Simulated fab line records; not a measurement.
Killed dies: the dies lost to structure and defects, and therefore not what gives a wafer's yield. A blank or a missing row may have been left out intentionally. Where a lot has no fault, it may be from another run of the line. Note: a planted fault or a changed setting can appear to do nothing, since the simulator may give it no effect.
Problem report in the 8D (eight disciplines) form, filled by code || flow nandHarc || the parts of the form that need people (team, actions taken, sign-off) are left out

== 1. PROBLEM STATEMENT ==
Mean of thkNm at NHARC_A_ONON_D1_THK_MEAS_21: 666 nm across 3 wafers in 2 lots; on wafers with no fault it is 1001 nm (standard deviation 11). Measured from the usual mean, that is -30 standard deviations.
The step: measures by ellipsometry.
First seen on wafer L839.3, day 10 07:28, on filmMetro-02. The record holds 36 wafers of 12 lots with a number at this step. The rule behind "out" and "out of limits": a value lying over 4 standard deviations away from the usual mean. Any other wafer with a number is counted as sound.

== 2. WHAT IT IS AND WHAT IT IS NOT ==
{"question": "which readings at this step", "is": "thkNm", "is not": "-"}
{"question": "which lots", "is": "L839, L842", "is not": "L829, L830, L831, L832, L833, L844, L845, L847, L849, L852"}
{"question": "which wafers of those lots", "is": "L839.3, L839.4, L842.4", "is not": "L839.1, L842.2, L842.5"}
{"question": "read on which gauges", "is": "filmMetro-01, filmMetro-02", "is not": "-"}
{"question": "when", "is": "from day 10 07:28", "is not": "up to then (16 sound wafers); but 17 sound wafers of L842, L844, L845, L847, L849, L852 came after"}

== 3. THE SUSPECTS, EACH WITH WHAT RULES IT OUT ==
Counting: if a tool at a process step up to the reading ran every lot that is out, it stays a suspect. Sound lots after the first of them don't rule it out here, since some wafers of a struck lot are sound.
- the gauge at NHARC_A_ONON_D1_THK_MEAS_21: ruled out. 2 gauges (filmMetro-01, filmMetro-02) read the wafers that are out.
- pecvdOnon-01 at NHARC_A_ONON_D1_DEP_19 (target thk 1000 nm): kept. It processed each lot that is out (first: L839, day 10 06:58); up to then, its last sound lot is L830 (day 8 13:32).
After counting, what remains is pecvdOnon-01 at NHARC_A_ONON_D1_DEP_19.

== 4. THE CAUSE (what the simulator had put in) ==
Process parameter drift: pecvdOnon-01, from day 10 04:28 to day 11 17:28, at NHARC_A_ONON_D1_DEP_19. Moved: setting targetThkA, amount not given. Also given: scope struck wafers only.
Only this tool survived the counting.

== 5. SEQUENCE OF EFFECTS, ordered by route ==
Rows list readings where the struck wafers' mean (over those with a number) sits beyond 3 standard deviations from the usual. Readings are gone through only where the record gives a usual standard deviation; hours: the median, over the lots, of the time from a lot's start at the first step in this table giving one to that lot's start at this step; sigmas: the change measured in usual standard deviations.
{"hours": 0, "step": "NHARC_A_ONON_D1_THK_MEAS_21", "reading": "thkNm", "usual": "1001 nm", "on struck wafers": 666, "change": -335, "sigmas": -30}

== 6. WHAT WOULD HAVE CAUGHT IT SOONER ==
3 hours passed between the start of the fault at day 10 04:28 and the first reading out of limits at a measuring or inspecting step in this record, taken at day 10 07:28.
Tool readings at NHARC_A_ONON_D1_DEP_19 with a usual standard deviation given in the record: none out on any struck wafer, hence no alarm at a limit of 4 standard deviations on them.
Of the lots that are out (2), L842 began NHARC_A_ONON_D1_DEP_19 on pecvdOnon-01 after day 10 07:28. Putting the tool on hold at that point would have spared it.
